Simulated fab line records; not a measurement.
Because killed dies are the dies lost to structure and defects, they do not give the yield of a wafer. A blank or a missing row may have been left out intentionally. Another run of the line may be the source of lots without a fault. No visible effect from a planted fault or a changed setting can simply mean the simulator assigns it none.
Split-lot trial	flow n5-finfet	21 wafers read from 7 lots, route of 1938 steps

## SPLIT DETAILS
At N5_BEOL_M1_ETCH_77 (etches underlayer in N2/H2, target depth 6.5 nm, time 5.2 s), the setting source-w was moved away from the recipe's 840 W on 4 of the 21 wafers read, by -16.3% to -7.2%. This setting was run at the recipe's value on the other wafers.

The split's own step is where the reading is taken.

## THE READING
rf-vpp-V, in V, at N5_BEOL_M1_ETCH_77 (etches underlayer in N2/H2, target depth 6.5 nm, time 5.2 s). A value of 523.8 V with a standard deviation of 2.4 V is what fault-free wafers of this fab line usually give.

wafer	tool, chamber at the split	source-w as run, W	against the recipe	rf-vpp-V, V	against lot-mates on the recipe
L077.1	rie-diel-02, 3	840	recipe	525.2	-
L077.5	rie-diel-02, 1	840	recipe	522.6	-
L077.6	rie-diel-02, 2	840	recipe	530.9	-
L074.1	rie-diel-04, 0	840	recipe	527.1	-
L074.3	rie-diel-04, 2	779.7	-7.2%	533.8	+6.7
L074.4	rie-diel-04, 1	779.7	-7.2%	539.2	+12.1
L079.3	rie-diel-01, 0	840	recipe	521.2	-
L079.4	rie-diel-01, 1	840	recipe	526.5	-
L079.5	rie-diel-01, 2	840	recipe	519.6	-
L083.1	rie-diel-01, 1	840	recipe	524.2	-
L083.2	rie-diel-01, 3	840	recipe	521.7	-
L083.4	rie-diel-01, 0	840	recipe	523.2	-
L091.2	rie-diel-02, 2	840	recipe	527.8	-
L091.5	rie-diel-02, 0	840	recipe	523.8	-
L091.6	rie-diel-02, 3	840	recipe	525.3	-
L092.2	rie-diel-04, 1	840	recipe	524.6	-
L092.3	rie-diel-04, 3	840	recipe	521.0	-
L092.4	rie-diel-04, 0	840	recipe	525.9	-
L094.1	rie-diel-02, 1	703.4	-16.3%	556.4	+29.1
L094.3	rie-diel-02, 2	840	recipe	527.3	-
L094.6	rie-diel-02, 0	703.4	-16.3%	557.6	+30.3

THE FIT
A straight line over all 21 wafers: rf-vpp-V changes by -1.95 V for each +1% of source-w; r = -0.96; the points scatter about the line by 2.9 V.
The same after taking each lot's own level away (the mean of its wafers on the recipe; 21 wafers): -1.76 V for each +1%; r = -0.96; scatter 2.6 V.
That fit puts the effect of the largest move of source-w on the reading at 29 V.
From 522.43 to 527.30 V: that is the span of the lots' own levels, equal to 2.0 times the standard deviation above.
In other words, the slope is changed by the lot-to-lot level; the two fits disagree.
Check: with one of the wafers moved furthest among these (-16.3%) left out of the fit, the line predicts +27.8 V for it against its lot-mates. Against them it came out at +29.1 V.
Tool readings at the split's step, against how far the setting was moved: rf-vpp-V r = -0.96.

## THE OTHER SPLITS THESE WAFERS WENT THROUGH
Note: prior to the reading, these wafers also went through further splits. Each is held against what the fit with the lots' levels taken away leaves over:
other split on the same wafers	wafers away from the commonest value	r with rf-vpp-V (lot level and that fit taken away)
N5_FIN_SAQP_COAT_50 spin-rpm	6	-0.30
N5_FIN_SAQP_DEVELOP_15 develop-time-s	8	-0.16
N5_SD_EPI_P_EPI_21 time-s	6	+0.20
N5_SD_ACTIVATION_LSA_01 temp-c	3	+0.12
N5_BEOL_M0_SAQP_PECVD_04 time-s	7	-0.04
N5_BEOL_M0_SAQP_EXPOSE_11 dose-mj	5	-0.33
N5_BEOL_M0_CUTY_ETCH_63 time-s	10	+0.55
N5_BEOL_M0_ETCH_128 source-w	7	-0.26
N5_BEOL_M0_ETCH_109 bias-w	10	+0.37

## FILE'S OWN FIT
rf-vpp-V changes by -1.75 V for each +1% of source-w, r = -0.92.
